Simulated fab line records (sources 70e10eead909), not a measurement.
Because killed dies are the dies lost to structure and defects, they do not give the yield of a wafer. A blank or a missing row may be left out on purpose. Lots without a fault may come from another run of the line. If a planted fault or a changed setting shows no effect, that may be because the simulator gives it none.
Which tool was responsible? || flow nand-harc || 39 wafers from 13 lots sampled at 5 of the route's 1302 steps

## WHAT THE GAUGES SHOWED, per wafer
NHARC_P_M1_CD_MEAS_16.
{"lot": "L299", "measured": "day 6 02:24", "on": "cd-sem-01", "cd-nm (nm)": "130.1 129.5 129.8"}
{"lot": "L301", "measured": "day 6 22:25", "on": "cd-sem-01", "cd-nm (nm)": "128.5 130.3 129.0"}
{"lot": "L302", "measured": "day 7 15:19", "on": "cd-sem-03", "cd-nm (nm)": "130.4 130.4 131.8"}
{"lot": "L304", "measured": "day 8 11:47", "on": "cd-sem-02", "cd-nm (nm)": "129.9 129.3 128.7"}
{"lot": "L305", "measured": "day 8 21:19", "on": "cd-sem-01", "cd-nm (nm)": "129.3 131.5 130.0"}
{"lot": "L306", "measured": "day 9 10:38", "on": "cd-sem-01", "cd-nm (nm)": "129.2 129.8 130.0"}
{"lot": "L307", "measured": "day 9 16:57", "on": "cd-sem-03", "cd-nm (nm)": "129.6 128.7 129.1"}
{"lot": "L308", "measured": "day 10 12:59", "on": "cd-sem-02", "cd-nm (nm)": "128.7 128.7 128.7"}
{"lot": "L310", "measured": "day 10 19:53", "on": "cd-sem-01", "cd-nm (nm)": "130.8 129.7 130.7"}
{"lot": "L309", "measured": "day 10 20:58", "on": "cd-sem-01", "cd-nm (nm)": "129.5 130.2 128.6"}
{"lot": "L314", "measured": "day 12 09:07", "on": "cd-sem-03", "cd-nm (nm)": "131.0 129.9 130.9"}
{"lot": "L315", "measured": "day 12 20:25", "on": "cd-sem-03", "cd-nm (nm)": "130.3 130.1 130.0"}
{"lot": "L318", "measured": "day 14 02:10", "on": "cd-sem-02", "cd-nm (nm)": "130.6 131.7 129.0"}

NHARC_P_M2_CD_MEAS_16.
{"lot": "L299", "measured": "day 6 06:35", "on": "cd-sem-03", "cd-nm (nm)": "170.0 171.3 170.4"}
{"lot": "L301", "measured": "day 7 02:52", "on": "cd-sem-02", "cd-nm (nm)": "170.5 169.1 169.2"}
{"lot": "L302", "measured": "day 7 19:31", "on": "cd-sem-03", "cd-nm (nm)": "169.8 168.9 169.0"}
{"lot": "L304", "measured": "day 8 15:56", "on": "cd-sem-03", "cd-nm (nm)": "170.5 170.0 168.0"}
{"lot": "L305", "measured": "day 9 01:47", "on": "cd-sem-02", "cd-nm (nm)": "168.7 169.8 170.1"}
{"lot": "L306", "measured": "day 9 14:49", "on": "cd-sem-01", "cd-nm (nm)": "170.7 169.5 169.2"}
{"lot": "L307", "measured": "day 9 20:59", "on": "cd-sem-01", "cd-nm (nm)": "170.9 168.9 169.0"}
{"lot": "L308", "measured": "day 10 17:08", "on": "cd-sem-03", "cd-nm (nm)": "168.2 168.7 170.0"}
{"lot": "L310", "measured": "day 11 01:05", "on": "cd-sem-01", "cd-nm (nm)": "171.1 170.6 168.5"}
{"lot": "L309", "measured": "day 11 01:14", "on": "cd-sem-02", "cd-nm (nm)": "169.1 169.4 169.8"}
{"lot": "L314", "measured": "day 12 13:27", "on": "cd-sem-03", "cd-nm (nm)": "171.3 171.0 170.6"}
{"lot": "L315", "measured": "day 13 00:37", "on": "cd-sem-03", "cd-nm (nm)": "168.8 169.2 167.5"}
{"lot": "L318", "measured": "day 14 06:19", "on": "cd-sem-02", "cd-nm (nm)": "169.7 170.3 169.6"}

NHARC_END_SORT_01.
{"lot": "L302", "measured": "day 25 13:38", "on": "prober-02", "defect-limited-yield (%)": "95 97 97", "killed-at-array": "30 20 21", "killed-at-other": "0 0 0", "killed-at-periphery": "3 2 1", "killed-dies": "33 22 22", "killed-open": "3 2 0", "killed-short": "3 3 4"}
{"lot": "L306", "measured": "day 28 00:13", "on": "prober-02", "defect-limited-yield (%)": "84 86 85", "killed-at-array": "99 91 98", "killed-at-other": "0 0 1", "killed-at-periphery": "11 7 4", "killed-dies": "110 98 103", "killed-open": "6 2 2", "killed-short": "2 2 5"}
{"lot": "L308", "measured": "day 29 15:52", "on": "prober-01", "defect-limited-yield (%)": "97 95 97", "killed-at-array": "14 30 15", "killed-at-other": "0 1 2", "killed-at-periphery": "5 6 2", "killed-dies": "19 37 19", "killed-open": "0 9 2", "killed-short": "1 4 1"}
{"lot": "L310", "measured": "day 29 05:22", "on": "prober-01", "defect-limited-yield (%)": "90 91 92", "killed-at-array": "58 50 49", "killed-at-other": "1 0 0", "killed-at-periphery": "6 9 5", "killed-dies": "65 59 54", "killed-open": "2 2 3", "killed-short": "6 3 1"}
{"lot": "L315", "measured": "day 30 05:48", "on": "prober-01", "defect-limited-yield (%)": "89 90 89", "killed-at-array": "71 70 73", "killed-at-other": "0 1 0", "killed-at-periphery": "4 0 4", "killed-dies": "75 71 77", "killed-open": "6 3 3", "killed-short": "2 4 2"}

## TOOL THAT RAN EACH LOT (tool first, then ch and the chambers of the sampled wafers, then the start)
{"lot": "L299", "NHARC_P_M1_PVD_20": "pvd-sputter-01, day 6 06:20 or earlier", "NHARC_P_M2_ETCH_35": "rie-diel-01 ch 0,2, day 6 06:20"}
{"lot": "L301", "NHARC_P_M1_PVD_20": "pvd-sputter-01, day 7 02:39 or earlier", "NHARC_P_M2_ETCH_35": "rie-diel-03 ch 1,2,3, day 7 02:39"}
{"lot": "L302", "NHARC_P_M1_PVD_20": "pvd-sputter-01, day 7 19:16 or earlier", "NHARC_P_M2_ETCH_35": "rie-diel-10 ch 1,2,3, day 7 19:16"}
{"lot": "L304", "NHARC_P_M1_PVD_20": "pvd-sputter-02, day 8 15:43 or earlier", "NHARC_P_M2_ETCH_35": "rie-diel-01 ch 0,1,3, day 8 15:43"}
{"lot": "L305", "NHARC_P_M1_PVD_20": "pvd-sputter-02, day 9 01:34 or earlier", "NHARC_P_M2_ETCH_35": "rie-diel-01 ch 0,1,2, day 9 01:34"}
{"lot": "L306", "NHARC_P_M1_PVD_20": "pvd-sputter-03, day 9 14:35 or earlier", "NHARC_P_M2_ETCH_35": "rie-diel-03 ch 1,3, day 9 14:35"}
{"lot": "L307", "NHARC_P_M1_PVD_20": "pvd-sputter-03, day 9 20:45 or earlier", "NHARC_P_M2_ETCH_35": "rie-diel-10 ch 2,3, day 9 20:45"}
{"lot": "L308", "NHARC_P_M1_PVD_20": "pvd-sputter-02, day 10 16:55 or earlier", "NHARC_P_M2_ETCH_35": "rie-diel-01 ch 0,1,3, day 10 16:55"}
{"lot": "L310", "NHARC_P_M1_PVD_20": "pvd-sputter-03, day 11 00:52 or earlier", "NHARC_P_M2_ETCH_35": "rie-diel-01 ch 0,1,3, day 11 00:52"}
{"lot": "L309", "NHARC_P_M1_PVD_20": "pvd-sputter-02, day 11 01:01 or earlier", "NHARC_P_M2_ETCH_35": "rie-diel-03 ch 1,2,3, day 11 01:01"}
{"lot": "L314", "NHARC_P_M1_PVD_20": "pvd-sputter-01, day 12 13:14 or earlier", "NHARC_P_M2_ETCH_35": "rie-diel-01 ch 1,3, day 12 13:14"}
{"lot": "L315", "NHARC_P_M1_PVD_20": "pvd-sputter-03, day 13 00:22 or earlier", "NHARC_P_M2_ETCH_35": "rie-diel-01 ch 1,3, day 13 00:22"}
{"lot": "L318", "NHARC_P_M1_PVD_20": "pvd-sputter-02, day 14 06:05 or earlier", "NHARC_P_M2_ETCH_35": "rie-diel-01 ch 0,1,3, day 14 06:05"}
- NHARC_P_M1_PVD_20: deposits TaN, target thk 5 nm, time 8.06 s.
- NHARC_P_M2_ETCH_35: etches the open film in N2/H2, target depth 40 nm, overetch 12 nm, time 43.94 s.

## WHAT THE TOOLS THEMSELVES READ (means of the sampled wafers that have a number; where no wafer has one, the mark that the record gives instead)
NHARC_P_M1_PVD_20.
{"lot": "L299", "tool": "pvd-sputter-01", "throttle-valve-pct (%)": 29.2}
{"lot": "L301", "tool": "pvd-sputter-01", "throttle-valve-pct (%)": 29.6}
{"lot": "L302", "tool": "pvd-sputter-01", "throttle-valve-pct (%)": 29.2}
{"lot": "L304", "tool": "pvd-sputter-02", "throttle-valve-pct (%)": 30.4}
{"lot": "L305", "tool": "pvd-sputter-02", "throttle-valve-pct (%)": 30.4}
{"lot": "L306", "tool": "pvd-sputter-03", "throttle-valve-pct (%)": 29.7}
{"lot": "L307", "tool": "pvd-sputter-03", "throttle-valve-pct (%)": 30.0}
{"lot": "L308", "tool": "pvd-sputter-02", "throttle-valve-pct (%)": 30.3}
{"lot": "L310", "tool": "pvd-sputter-03", "throttle-valve-pct (%)": 29.6}
{"lot": "L309", "tool": "pvd-sputter-02", "throttle-valve-pct (%)": 30.5}
{"lot": "L314", "tool": "pvd-sputter-01", "throttle-valve-pct (%)": 30.0}
{"lot": "L315", "tool": "pvd-sputter-03", "throttle-valve-pct (%)": 30.1}
{"lot": "L318", "tool": "pvd-sputter-02", "throttle-valve-pct (%)": 30.2}

NHARC_P_M2_ETCH_35.
{"lot": "L299", "tool": "rie-diel-01", "chamber-pressure-mTorr (mTorr)": 29.992, "drypump-motor-current-A (A)": 5.8, "oes-product-au (a.u.)": 1.003, "rf-vpp-V (V)": 429.9, "run-length-s (s)": 64.9, "showerhead-plenum-p-Torr (Torr)": 2.03, "throttle-valve-pct (%)": 14.167}
{"lot": "L301", "tool": "rie-diel-03", "chamber-pressure-mTorr (mTorr)": 29.978, "drypump-motor-current-A (A)": 5.6, "oes-product-au (a.u.)": 1.010, "rf-vpp-V (V)": 427.9, "run-length-s (s)": 65.4, "showerhead-plenum-p-Torr (Torr)": 1.98, "throttle-valve-pct (%)": 14.174}
{"lot": "L302", "tool": "rie-diel-10", "chamber-pressure-mTorr (mTorr)": 30.009, "drypump-motor-current-A (A)": 5.9, "oes-product-au (a.u.)": 0.995, "rf-vpp-V (V)": 433.3, "run-length-s (s)": 65.5, "showerhead-plenum-p-Torr (Torr)": 2.13, "throttle-valve-pct (%)": 14.171}
{"lot": "L304", "tool": "rie-diel-01", "chamber-pressure-mTorr (mTorr)": 29.992, "drypump-motor-current-A (A)": 5.3, "oes-product-au (a.u.)": 1.012, "rf-vpp-V (V)": 431.9, "run-length-s (s)": 65.0, "showerhead-plenum-p-Torr (Torr)": 2.07, "throttle-valve-pct (%)": 14.169}
{"lot": "L305", "tool": "rie-diel-01", "chamber-pressure-mTorr (mTorr)": 30.000, "drypump-motor-current-A (A)": 5.5, "oes-product-au (a.u.)": 1.009, "rf-vpp-V (V)": 429.7, "run-length-s (s)": 64.9, "showerhead-plenum-p-Torr (Torr)": 2.01, "throttle-valve-pct (%)": 14.161}
{"lot": "L306", "tool": "rie-diel-03", "chamber-pressure-mTorr (mTorr)": 29.993, "drypump-motor-current-A (A)": 5.4, "oes-product-au (a.u.)": 0.997, "rf-vpp-V (V)": 428.6, "run-length-s (s)": 65.5, "showerhead-plenum-p-Torr (Torr)": 1.99, "throttle-valve-pct (%)": 14.173}
{"lot": "L307", "tool": "rie-diel-10", "chamber-pressure-mTorr (mTorr)": 29.982, "drypump-motor-current-A (A)": 6.1, "oes-product-au (a.u.)": 0.995, "rf-vpp-V (V)": 434.1, "run-length-s (s)": 65.8, "showerhead-plenum-p-Torr (Torr)": 2.13, "throttle-valve-pct (%)": 14.165}
{"lot": "L308", "tool": "rie-diel-01", "chamber-pressure-mTorr (mTorr)": 30.025, "drypump-motor-current-A (A)": 5.3, "oes-product-au (a.u.)": 0.995, "rf-vpp-V (V)": 431.4, "run-length-s (s)": 65.1, "showerhead-plenum-p-Torr (Torr)": 2.07, "throttle-valve-pct (%)": 14.174}
{"lot": "L310", "tool": "rie-diel-01", "chamber-pressure-mTorr (mTorr)": 29.989, "drypump-motor-current-A (A)": 5.3, "oes-product-au (a.u.)": 1.002, "rf-vpp-V (V)": 432.0, "run-length-s (s)": 64.9, "showerhead-plenum-p-Torr (Torr)": 2.07, "throttle-valve-pct (%)": 14.173}
{"lot": "L309", "tool": "rie-diel-03", "chamber-pressure-mTorr (mTorr)": 29.998, "drypump-motor-current-A (A)": 5.6, "oes-product-au (a.u.)": 1.003, "rf-vpp-V (V)": 428.5, "run-length-s (s)": 65.4, "showerhead-plenum-p-Torr (Torr)": 1.97, "throttle-valve-pct (%)": 14.175}
{"lot": "L314", "tool": "rie-diel-01", "chamber-pressure-mTorr (mTorr)": 29.986, "drypump-motor-current-A (A)": 5.5, "oes-product-au (a.u.)": 0.995, "rf-vpp-V (V)": 432.1, "run-length-s (s)": 65.1, "showerhead-plenum-p-Torr (Torr)": 2.11, "throttle-valve-pct (%)": 14.172}
{"lot": "L315", "tool": "rie-diel-01", "chamber-pressure-mTorr (mTorr)": 29.984, "drypump-motor-current-A (A)": 5.6, "oes-product-au (a.u.)": 1.002, "rf-vpp-V (V)": 429.4, "run-length-s (s)": 54.7, "showerhead-plenum-p-Torr (Torr)": 2.03, "throttle-valve-pct (%)": 14.173}
{"lot": "L318", "tool": "rie-diel-01", "chamber-pressure-mTorr (mTorr)": 30.003, "drypump-motor-current-A (A)": 5.3, "oes-product-au (a.u.)": 1.002, "rf-vpp-V (V)": 430.7, "run-length-s (s)": 54.4, "showerhead-plenum-p-Torr (Torr)": 2.07, "throttle-valve-pct (%)": 14.184}

## THE ANSWER, worked out from the rows above alone
Rule: the lots themselves supply what counts as usual. Put in order of their means at a reading, lots are off if they are a third of the lots or fewer, leave a main group of 4 or more, and stand apart from it by a gap of 3 or more times the standard deviation of the main group's means; of several such gaps the widest counts. Not used: any main group whose means are identical at the precision the tables above print for the reading. A lot without any number at a reading at which 4 lots or more have one is off too. All remaining lots with rows at the step are treated as sound. Order of review: gauges by route order, followed by the tools' own readings, for which a lot's mean as printed above is used. At the first step where some lot is off, the reading lying furthest off is the one used; lots without a number count as furthest.
Off: L315, L318 (NHARC_P_M2_ETCH_35, run-length-s). For the main group the mean is 65.2 s and the standard deviation 0.29.
If a tool, at that step or one of the process steps before it, ran each lot that is off and ran no sound lot following the first of them, it fits. NHARC_P_M1_PVD_20: start missing for some lots; hours and lot order therefore follow NHARC_P_M2_ETCH_35. One candidate fits, namely rie-diel-01 at NHARC_P_M2_ETCH_35. A fault onset in the window from L314 (day 12 13:14, its last sound lot) to L315 (day 13 00:22, its first lot off) fits.
The tool's own readings at NHARC_P_M2_ETCH_35 bear it out: on the lots that are off they differ by more than 5 times the standard deviation of the sound lots' means. run-length-s reads 54.5 s there against 65.2 s on the sound lots.

## WHAT HAD BEEN PUT IN BY THE SIMULATOR
Process parameter drift: rie-diel-01, from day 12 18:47 on, at NHARC_P_M2_ETCH_35. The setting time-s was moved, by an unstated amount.
Lots struck among those shown: L315, L318. This agrees with what the rule above found.
